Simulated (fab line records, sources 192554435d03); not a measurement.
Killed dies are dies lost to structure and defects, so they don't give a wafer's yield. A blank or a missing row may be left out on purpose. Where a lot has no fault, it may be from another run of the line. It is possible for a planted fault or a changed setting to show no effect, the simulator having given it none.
Which tool did it? / flow n5 finfet / 72 wafers from 24 lots sampled at 4 of the route's 1938 steps

## WHAT THE GAUGES READ, wafer by wafer
N5_SD_EPI_P_EPI_MEAS_23. Usual: thk nm 61.2 nm, standard deviation 1.2.
lot=L074; measured=day 3 12:00; on=film metro-01; thk nm (nm)=60.5 60.7 60.3; flag=
lot=L075; measured=day 3 23:17; on=film metro-01; thk nm (nm)=60.1 63.9 60.7; flag=
lot=L076; measured=day 4 05:41; on=film metro-02; thk nm (nm)=60.3 59.5 59.2; flag=
lot=L078; measured=day 4 10:17; on=film metro-02; thk nm (nm)=62.1 62.4 61.1; flag=
lot=L077; measured=day 4 12:41; on=film metro-02; thk nm (nm)=61.5 61.9 63.2; flag=
lot=L079; measured=day 4 19:09; on=film metro-02; thk nm (nm)=60.5 60.2 60.5; flag=
lot=L080; measured=day 4 23:02; on=film metro-01; thk nm (nm)=59.7 59.5 60.3; flag=
lot=L081; measured=day 5 07:46; on=film metro-02; thk nm (nm)=58.3 59.6 60.3; flag=
lot=L082; measured=day 5 17:44; on=film metro-01; thk nm (nm)=62.9 61.3 60.2; flag=
lot=L083; measured=day 5 21:26; on=film metro-01; thk nm (nm)=62.8 63.7 61.9; flag=
lot=L084; measured=day 6 10:24; on=film metro-01; thk nm (nm)=60.3 61.7 59.8; flag=
lot=L085; measured=day 6 15:27; on=film metro-01; thk nm (nm)=61.6 59.7 60.8; flag=
lot=L086; measured=day 6 17:11; on=film metro-01; thk nm (nm)=62.4 62.5 60.3; flag=
lot=L087; measured=day 6 21:17; on=film metro-01; thk nm (nm)=61.9 61.0 63.4; flag=
lot=L088; measured=day 7 04:13; on=film metro-02; thk nm (nm)=61.3 59.8 61.2; flag=
lot=L089; measured=day 7 09:13; on=film metro-02; thk nm (nm)=61.1 62.3 61.7; flag=
lot=L090; measured=day 7 12:39; on=film metro-02; thk nm (nm)=62.4 62.9 62.3; flag=
lot=L092; measured=day 7 20:35; on=film metro-01; thk nm (nm)=61.2 60.5 60.2; flag=
lot=L091; measured=day 8 00:02; on=film metro-02; thk nm (nm)=60.2 60.5 63.2; flag=
lot=L093; measured=day 8 08:40; on=film metro-02; thk nm (nm)=62.7 61.6 60.7; flag=
lot=L094; measured=day 8 13:55; on=film metro-02; thk nm (nm)=61.9 62.2 58.9; flag=
lot=L095; measured=day 8 16:05; on=film metro-02; thk nm (nm)=61.3 59.5 60.3; flag=
lot=L096; measured=day 9 01:50; on=film metro-02; thk nm (nm)=60.9 61.5 60.4; flag=
lot=L097; measured=day 9 07:46; on=film metro-01; thk nm (nm)=60.8 61.7 61.1; flag=

N5_ILD0_INSPECT_06: inspects for defects (darkfield). Usual: raw defect count 38, standard deviation 19.
lot=L074; measured=day 3 19:21; on=defect inspect-01; raw defect count=19 39 22; flag=
lot=L075; measured=day 4 06:30; on=defect inspect-01; raw defect count=12 15 20; flag=
lot=L076; measured=day 4 12:55; on=defect inspect-01; raw defect count=49 25 57; flag=
lot=L078; measured=day 4 17:36; on=defect inspect-02; raw defect count=23 27 31; flag=
lot=L077; measured=day 4 21:55; on=defect inspect-01; raw defect count=43 110 34; flag=
lot=L079; measured=day 5 02:36; on=defect inspect-01; raw defect count=51 34 76; flag=
lot=L080; measured=day 5 06:37; on=defect inspect-02; raw defect count=75 45 39; flag=
lot=L081; measured=day 5 14:58; on=defect inspect-02; raw defect count=51 20 18; flag=
lot=L082; measured=day 6 01:01; on=defect inspect-02; raw defect count=31 53 48; flag=
lot=L083; measured=day 6 05:47; on=defect inspect-02; raw defect count=34 48 22; flag=
lot=L084; measured=day 6 17:37; on=defect inspect-02; raw defect count=45 44 76; flag=
lot=L085; measured=day 6 23:00; on=defect inspect-01; raw defect count=22 36 13; flag=
lot=L086; measured=day 7 02:15; on=defect inspect-02; raw defect count=33 28 80; flag=
lot=L087; measured=day 7 05:16; on=defect inspect-02; raw defect count=35 49 38; flag=
lot=L088; measured=day 7 11:25; on=defect inspect-02; raw defect count=33 24 23; flag=
lot=L089; measured=day 7 16:32; on=defect inspect-02; raw defect count=58 26 30; flag=
lot=L090; measured=day 7 19:52; on=defect inspect-02; raw defect count=39 54 28; flag=
lot=L092; measured=day 8 03:59; on=defect inspect-01; raw defect count=29 22 50; flag=
lot=L091; measured=day 8 07:38; on=defect inspect-01; raw defect count=78 41 36; flag=
lot=L093; measured=day 8 16:15; on=defect inspect-02; raw defect count=24 13 36; flag=
lot=L094; measured=day 8 21:44; on=defect inspect-01; raw defect count=42 73 39; flag=
lot=L095; measured=day 8 23:27; on=defect inspect-02; raw defect count=62 39 33; flag=
lot=L096; measured=day 9 09:38; on=defect inspect-02; raw defect count=63 21 30; flag=
lot=L097; measured=day 9 14:59; on=defect inspect-02; raw defect count=29 27 28; flag=

## WHICH TOOL RAN EACH LOT (tool, then ch and the chambers of the sampled wafers, then the start)
lot=L074; N5_SD_EPI_P_ETCHBACK_46=rie diel-05 ch 1,2,3, day 3 08:01; N5_SD_EPI_P_ETCH_16=rie diel-05 ch 1,2,3, day 3 08:13
lot=L075; N5_SD_EPI_P_ETCHBACK_46=rie diel-02 ch 0,1,2, day 3 19:19; N5_SD_EPI_P_ETCH_16=rie diel-02 ch 0,1,2, day 3 19:31
lot=L076; N5_SD_EPI_P_ETCHBACK_46=rie diel-04 ch 0,3, day 4 01:46; N5_SD_EPI_P_ETCH_16=rie diel-04 ch 0,3, day 4 01:58
lot=L078; N5_SD_EPI_P_ETCHBACK_46=rie diel-02 ch 0,2, day 4 07:08; N5_SD_EPI_P_ETCH_16=rie diel-02 ch 0,2, day 4 07:20
lot=L077; N5_SD_EPI_P_ETCHBACK_46=rie diel-02 ch 1,2,3, day 4 08:43; N5_SD_EPI_P_ETCH_16=rie diel-02 ch 1,2,3, day 4 08:55
lot=L079; N5_SD_EPI_P_ETCHBACK_46=rie diel-02 ch 0,3, day 4 16:01; N5_SD_EPI_P_ETCH_16=rie diel-02 ch 0,3, day 4 16:13
lot=L080; N5_SD_EPI_P_ETCHBACK_46=rie diel-04 ch 0,2,3, day 4 19:11; N5_SD_EPI_P_ETCH_16=rie diel-04 ch 0,2,3, day 4 19:23
lot=L081; N5_SD_EPI_P_ETCHBACK_46=rie diel-02 ch 0,2,3, day 5 04:38; N5_SD_EPI_P_ETCH_16=rie diel-02 ch 0,2,3, day 5 04:50
lot=L082; N5_SD_EPI_P_ETCHBACK_46=rie diel-05 ch 1,2,3, day 5 14:22; N5_SD_EPI_P_ETCH_16=rie diel-05 ch 1,2,3, day 5 14:34
lot=L083; N5_SD_EPI_P_ETCHBACK_46=rie diel-02 ch 1,2,3, day 5 17:28; N5_SD_EPI_P_ETCH_16=rie diel-02 ch 1,2,3, day 5 17:40
lot=L084; N5_SD_EPI_P_ETCHBACK_46=rie diel-02 ch 0,3, day 6 05:19; N5_SD_EPI_P_ETCH_16=rie diel-02 ch 0,3, day 6 05:31
lot=L085; N5_SD_EPI_P_ETCHBACK_46=rie diel-05 ch 1,2,3, day 6 10:22; N5_SD_EPI_P_ETCH_16=rie diel-05 ch 1,2,3, day 6 10:34
lot=L086; N5_SD_EPI_P_ETCHBACK_46=rie diel-05 ch 1,2, day 6 12:06; N5_SD_EPI_P_ETCH_16=rie diel-05 ch 1,2, day 6 12:18
lot=L087; N5_SD_EPI_P_ETCHBACK_46=rie diel-04 ch 1,2, day 6 17:19; N5_SD_EPI_P_ETCH_16=rie diel-04 ch 1,2, day 6 17:31
lot=L088; N5_SD_EPI_P_ETCHBACK_46=rie diel-05 ch 2,3, day 6 23:07; N5_SD_EPI_P_ETCH_16=rie diel-05 ch 2,3, day 6 23:19
lot=L089; N5_SD_EPI_P_ETCHBACK_46=rie diel-04 ch 0,1,3, day 7 05:04; N5_SD_EPI_P_ETCH_16=rie diel-04 ch 0,1,3, day 7 05:16
lot=L090; N5_SD_EPI_P_ETCHBACK_46=rie diel-04 ch 1,2, day 7 07:34; N5_SD_EPI_P_ETCH_16=rie diel-04 ch 1,2, day 7 07:46
lot=L092; N5_SD_EPI_P_ETCHBACK_46=rie diel-02 ch 0,1, day 7 16:37; N5_SD_EPI_P_ETCH_16=rie diel-02 ch 0,1, day 7 16:49
lot=L091; N5_SD_EPI_P_ETCHBACK_46=rie diel-05 ch 1,2,3, day 7 18:55; N5_SD_EPI_P_ETCH_16=rie diel-05 ch 1,2,3, day 7 19:07
lot=L093; N5_SD_EPI_P_ETCHBACK_46=rie diel-05 ch 1,2,3, day 8 03:31; N5_SD_EPI_P_ETCH_16=rie diel-05 ch 1,2,3, day 8 03:43
lot=L094; N5_SD_EPI_P_ETCHBACK_46=rie diel-05 ch 2,3, day 8 08:38; N5_SD_EPI_P_ETCH_16=rie diel-05 ch 2,3, day 8 08:50
lot=L095; N5_SD_EPI_P_ETCHBACK_46=rie diel-04 ch 0,2,3, day 8 12:57; N5_SD_EPI_P_ETCH_16=rie diel-04 ch 0,2,3, day 8 13:09
lot=L096; N5_SD_EPI_P_ETCHBACK_46=rie diel-04 ch 0,2,3, day 8 21:52; N5_SD_EPI_P_ETCH_16=rie diel-04 ch 0,2,3, day 8 22:04
lot=L097; N5_SD_EPI_P_ETCHBACK_46=rie diel-02 ch 0,2, day 9 03:51; N5_SD_EPI_P_ETCH_16=rie diel-02 ch 0,2, day 9 04:03
- N5_SD_EPI_P_ETCHBACK_46: etches SiNx in CH3F/O2, stops on SiO2, target depth 17.5 nm.
- N5_SD_EPI_P_ETCH_16: etches SiO2 in CHF3/O2, target depth 5 nm.

## WHAT THE TOOLS THEMSELVES READ (means of the sampled wafers that have a number; where no wafer has one, the mark that the record gives instead)
N5_SD_EPI_P_ETCHBACK_46. Usual: drypump motor current A 5.6 A, standard deviation 0.43; oes_o_777_au 0.79 a.u., standard deviation 0.099; oes product au 0.67 a.u., standard deviation 0.088; rf vpp V 298 V, standard deviation 7.8; showerhead plenum p Torr 2.02 Torr, standard deviation 0.071; throttle valve pct 16.4 %, standard deviation 0.31.
lot=L074; tool=rie diel-05; drypump motor current A (A)=5.5; oes_o_777_au (a.u.)=0.72; oes product au (a.u.)=0.61; rf vpp V (V)=293; showerhead plenum p Torr (Torr)=1.96; throttle valve pct (%)=16.4; flag=
lot=L075; tool=rie diel-02; drypump motor current A (A)=5.8; oes_o_777_au (a.u.)=0.75; oes product au (a.u.)=0.64; rf vpp V (V)=297; showerhead plenum p Torr (Torr)=2.03; throttle valve pct (%)=16.6; flag=
lot=L076; tool=rie diel-04; drypump motor current A (A)=5.1; oes_o_777_au (a.u.)=0.65; oes product au (a.u.)=0.58; rf vpp V (V)=306; showerhead plenum p Torr (Torr)=2.01; throttle valve pct (%)=16.3; flag=
lot=L078; tool=rie diel-02; drypump motor current A (A)=5.8; oes_o_777_au (a.u.)=0.74; oes product au (a.u.)=0.62; rf vpp V (V)=296; showerhead plenum p Torr (Torr)=1.99; throttle valve pct (%)=16.7; flag=
lot=L077; tool=rie diel-02; drypump motor current A (A)=5.7; oes_o_777_au (a.u.)=0.82; oes product au (a.u.)=0.70; rf vpp V (V)=295; showerhead plenum p Torr (Torr)=2.07; throttle valve pct (%)=16.4; flag=
lot=L079; tool=rie diel-02; drypump motor current A (A)=5.8; oes_o_777_au (a.u.)=0.80; oes product au (a.u.)=0.71; rf vpp V (V)=302; showerhead plenum p Torr (Torr)=2.04; throttle valve pct (%)=16.3; flag=
lot=L080; tool=rie diel-04; drypump motor current A (A)=5.1; oes_o_777_au (a.u.)=0.83; oes product au (a.u.)=0.71; rf vpp V (V)=299; showerhead plenum p Torr (Torr)=2.00; throttle valve pct (%)=16.1; flag=
lot=L081; tool=rie diel-02; drypump motor current A (A)=5.7; oes_o_777_au (a.u.)=0.79; oes product au (a.u.)=0.69; rf vpp V (V)=299; showerhead plenum p Torr (Torr)=2.04; throttle valve pct (%)=16.4; flag=
lot=L082; tool=rie diel-05; drypump motor current A (A)=5.5; oes_o_777_au (a.u.)=0.71; oes product au (a.u.)=0.60; rf vpp V (V)=293; showerhead plenum p Torr (Torr)=1.95; throttle valve pct (%)=16.4; flag=
lot=L083; tool=rie diel-02; drypump motor current A (A)=5.6; oes_o_777_au (a.u.)=0.81; oes product au (a.u.)=0.68; rf vpp V (V)=295; showerhead plenum p Torr (Torr)=2.07; throttle valve pct (%)=16.5; flag=
lot=L084; tool=rie diel-02; drypump motor current A (A)=5.8; oes_o_777_au (a.u.)=0.78; oes product au (a.u.)=0.69; rf vpp V (V)=303; showerhead plenum p Torr (Torr)=2.04; throttle valve pct (%)=16.4; flag=
lot=L085; tool=rie diel-05; drypump motor current A (A)=5.5; oes_o_777_au (a.u.)=0.80; oes product au (a.u.)=0.69; rf vpp V (V)=292; showerhead plenum p Torr (Torr)=1.95; throttle valve pct (%)=16.2; flag=
lot=L086; tool=rie diel-05; drypump motor current A (A)=5.7; oes_o_777_au (a.u.)=0.90; oes product au (a.u.)=0.76; rf vpp V (V)=291; showerhead plenum p Torr (Torr)=1.95; throttle valve pct (%)=16.0; flag=
lot=L087; tool=rie diel-04; drypump motor current A (A)=5.3; oes_o_777_au (a.u.)=0.82; oes product au (a.u.)=0.67; rf vpp V (V)=291; showerhead plenum p Torr (Torr)=1.99; throttle valve pct (%)=16.4; flag=
lot=L088; tool=rie diel-05; drypump motor current A (A)=5.6; oes_o_777_au (a.u.)=0.89; oes product au (a.u.)=0.74; rf vpp V (V)=292; showerhead plenum p Torr (Torr)=1.95; throttle valve pct (%)=16.1; flag=
lot=L089; tool=rie diel-04; drypump motor current A (A)=5.5; oes_o_777_au (a.u.)=0.84; oes product au (a.u.)=0.74; rf vpp V (V)=307; showerhead plenum p Torr (Torr)=2.04; throttle valve pct (%)=16.1; flag=
lot=L090; tool=rie diel-04; drypump motor current A (A)=5.3; oes_o_777_au (a.u.)=0.81; oes product au (a.u.)=0.66; rf vpp V (V)=291; showerhead plenum p Torr (Torr)=1.99; throttle valve pct (%)=16.4; flag=
lot=L092; tool=rie diel-02; drypump motor current A (A)=6.0; oes_o_777_au (a.u.)=0.73; oes product au (a.u.)=0.64; rf vpp V (V)=300; showerhead plenum p Torr (Torr)=2.02; throttle valve pct (%)=16.5; flag=
lot=L091; tool=rie diel-05; drypump motor current A (A)=5.5; oes_o_777_au (a.u.)=0.79; oes product au (a.u.)=0.66; rf vpp V (V)=293; showerhead plenum p Torr (Torr)=1.95; throttle valve pct (%)=16.3; flag=
lot=L093; tool=rie diel-05; drypump motor current A (A)=5.5; oes_o_777_au (a.u.)=0.78; oes product au (a.u.)=0.66; rf vpp V (V)=293; showerhead plenum p Torr (Torr)=1.95; throttle valve pct (%)=16.3; flag=
lot=L094; tool=rie diel-05; drypump motor current A (A)=5.5; oes_o_777_au (a.u.)=0.79; oes product au (a.u.)=0.66; rf vpp V (V)=292; showerhead plenum p Torr (Torr)=1.95; throttle valve pct (%)=16.4; flag=
lot=L095; tool=rie diel-04; drypump motor current A (A)=5.1; oes_o_777_au (a.u.)=0.88; oes product au (a.u.)=0.75; rf vpp V (V)=301; showerhead plenum p Torr (Torr)=2.07; throttle valve pct (%)=16.0; flag=
lot=L096; tool=rie diel-04; drypump motor current A (A)=5.1; oes_o_777_au (a.u.)=0.87; oes product au (a.u.)=0.75; rf vpp V (V)=300; showerhead plenum p Torr (Torr)=2.07; throttle valve pct (%)=16.0; flag=
lot=L097; tool=rie diel-02; drypump motor current A (A)=5.8; oes_o_777_au (a.u.)=0.71; oes product au (a.u.)=0.61; rf vpp V (V)=296; showerhead plenum p Torr (Torr)=1.98; throttle valve pct (%)=16.7; flag=

N5_SD_EPI_P_ETCH_16. Usual: drypump motor current A 5.6 A, standard deviation 0.42; oes_o_777_au 0.79 a.u., standard deviation 0.1; oes product au 0.79 a.u., standard deviation 0.11; rf vpp V 525 V, standard deviation 14; showerhead plenum p Torr 2.43 Torr, standard deviation 0.08; throttle valve pct 18.9 %, standard deviation 0.31.
lot=L074; tool=rie diel-05; drypump motor current A (A)=5.5; oes_o_777_au (a.u.)=0.71; oes product au (a.u.)=0.71; rf vpp V (V)=516; showerhead plenum p Torr (Torr)=2.36; throttle valve pct (%)=18.9; flag=
lot=L075; tool=rie diel-02; drypump motor current A (A)=5.9; oes_o_777_au (a.u.)=0.75; oes product au (a.u.)=0.74; rf vpp V (V)=523; showerhead plenum p Torr (Torr)=2.44; throttle valve pct (%)=19.1; flag=
lot=L076; tool=rie diel-04; drypump motor current A (A)=5.1; oes_o_777_au (a.u.)=0.66; oes product au (a.u.)=0.67; rf vpp V (V)=538; showerhead plenum p Torr (Torr)=2.42; throttle valve pct (%)=18.8; flag=
lot=L078; tool=rie diel-02; drypump motor current A (A)=5.8; oes_o_777_au (a.u.)=0.75; oes product au (a.u.)=0.73; rf vpp V (V)=521; showerhead plenum p Torr (Torr)=2.40; throttle valve pct (%)=19.2; flag=
lot=L077; tool=rie diel-02; drypump motor current A (A)=5.7; oes_o_777_au (a.u.)=0.83; oes product au (a.u.)=0.81; rf vpp V (V)=520; showerhead plenum p Torr (Torr)=2.49; throttle valve pct (%)=19.0; flag=
lot=L079; tool=rie diel-02; drypump motor current A (A)=5.8; oes_o_777_au (a.u.)=0.81; oes product au (a.u.)=0.83; rf vpp V (V)=535; showerhead plenum p Torr (Torr)=2.46; throttle valve pct (%)=18.8; flag=
lot=L080; tool=rie diel-04; drypump motor current A (A)=5.0; oes_o_777_au (a.u.)=0.83; oes product au (a.u.)=0.83; rf vpp V (V)=527; showerhead plenum p Torr (Torr)=2.40; throttle valve pct (%)=18.6; flag=
lot=L081; tool=rie diel-02; drypump motor current A (A)=5.7; oes_o_777_au (a.u.)=0.81; oes product au (a.u.)=0.80; rf vpp V (V)=526; showerhead plenum p Torr (Torr)=2.45; throttle valve pct (%)=19.0; flag=
lot=L082; tool=rie diel-05; drypump motor current A (A)=5.5; oes_o_777_au (a.u.)=0.70; oes product au (a.u.)=0.70; rf vpp V (V)=517; showerhead plenum p Torr (Torr)=2.36; throttle valve pct (%)=18.9; flag=
lot=L083; tool=rie diel-02; drypump motor current A (A)=5.6; oes_o_777_au (a.u.)=0.81; oes product au (a.u.)=0.79; rf vpp V (V)=520; showerhead plenum p Torr (Torr)=2.48; throttle valve pct (%)=19.0; flag=
lot=L084; tool=rie diel-02; drypump motor current A (A)=5.8; oes_o_777_au (a.u.)=0.80; oes product au (a.u.)=0.80; rf vpp V (V)=533; showerhead plenum p Torr (Torr)=2.45; throttle valve pct (%)=18.9; flag=
lot=L085; tool=rie diel-05; drypump motor current A (A)=5.5; oes_o_777_au (a.u.)=0.80; oes product au (a.u.)=0.80; rf vpp V (V)=516; showerhead plenum p Torr (Torr)=2.36; throttle valve pct (%)=18.8; flag=
lot=L086; tool=rie diel-05; drypump motor current A (A)=5.7; oes_o_777_au (a.u.)=0.88; oes product au (a.u.)=0.89; rf vpp V (V)=515; showerhead plenum p Torr (Torr)=2.36; throttle valve pct (%)=18.6; flag=
lot=L087; tool=rie diel-04; drypump motor current A (A)=5.3; oes_o_777_au (a.u.)=0.81; oes product au (a.u.)=0.78; rf vpp V (V)=511; showerhead plenum p Torr (Torr)=2.41; throttle valve pct (%)=18.9; flag=
lot=L088; tool=rie diel-05; drypump motor current A (A)=5.6; oes_o_777_au (a.u.)=0.87; oes product au (a.u.)=0.87; rf vpp V (V)=514; showerhead plenum p Torr (Torr)=2.35; throttle valve pct (%)=18.7; flag=
lot=L089; tool=rie diel-04; drypump motor current A (A)=5.5; oes_o_777_au (a.u.)=0.86; oes product au (a.u.)=0.86; rf vpp V (V)=541; showerhead plenum p Torr (Torr)=2.45; throttle valve pct (%)=18.7; flag=
lot=L090; tool=rie diel-04; drypump motor current A (A)=5.3; oes_o_777_au (a.u.)=0.80; oes product au (a.u.)=0.78; rf vpp V (V)=511; showerhead plenum p Torr (Torr)=2.41; throttle valve pct (%)=18.9; flag=
lot=L092; tool=rie diel-02; drypump motor current A (A)=6.0; oes_o_777_au (a.u.)=0.73; oes product au (a.u.)=0.73; rf vpp V (V)=529; showerhead plenum p Torr (Torr)=2.43; throttle valve pct (%)=19.1; flag=
lot=L091; tool=rie diel-05; drypump motor current A (A)=5.5; oes_o_777_au (a.u.)=0.78; oes product au (a.u.)=0.77; rf vpp V (V)=516; showerhead plenum p Torr (Torr)=2.35; throttle valve pct (%)=18.8; flag=
lot=L093; tool=rie diel-05; drypump motor current A (A)=5.5; oes_o_777_au (a.u.)=0.78; oes product au (a.u.)=0.76; rf vpp V (V)=516; showerhead plenum p Torr (Torr)=2.35; throttle valve pct (%)=18.8; flag=
lot=L094; tool=rie diel-05; drypump motor current A (A)=5.5; oes_o_777_au (a.u.)=0.77; oes product au (a.u.)=0.76; rf vpp V (V)=515; showerhead plenum p Torr (Torr)=2.35; throttle valve pct (%)=18.9; flag=
lot=L095; tool=rie diel-04; drypump motor current A (A)=5.1; oes_o_777_au (a.u.)=0.88; oes product au (a.u.)=0.89; rf vpp V (V)=529; showerhead plenum p Torr (Torr)=2.49; throttle valve pct (%)=18.6; flag=
lot=L096; tool=rie diel-04; drypump motor current A (A)=5.0; oes_o_777_au (a.u.)=0.88; oes product au (a.u.)=0.89; rf vpp V (V)=529; showerhead plenum p Torr (Torr)=2.49; throttle valve pct (%)=18.6; flag=
lot=L097; tool=rie diel-02; drypump motor current A (A)=5.8; oes_o_777_au (a.u.)=0.72; oes product au (a.u.)=0.70; rf vpp V (V)=521; showerhead plenum p Torr (Torr)=2.39; throttle valve pct (%)=19.3; flag=

## THE ANSWER, worked out from the rows above alone
Rule: lot off if the mean of its wafers having a number is beyond 3 standard deviations from the usual mean. Also off: a lot with no number at a reading for which 4 or more lots have one. Where the step has rows for the other lots, those lots are counted as sound. Order of review: gauges by route order, followed by the tools' own readings, for which a lot's mean as printed above is used. At the first step where some lot is off, the reading lying furthest off is the one used; lots without a number count as furthest.
No lot is off at any reading shown: from this, nothing can be told.

## WHAT WAS PUT IN BY THE SIMULATOR
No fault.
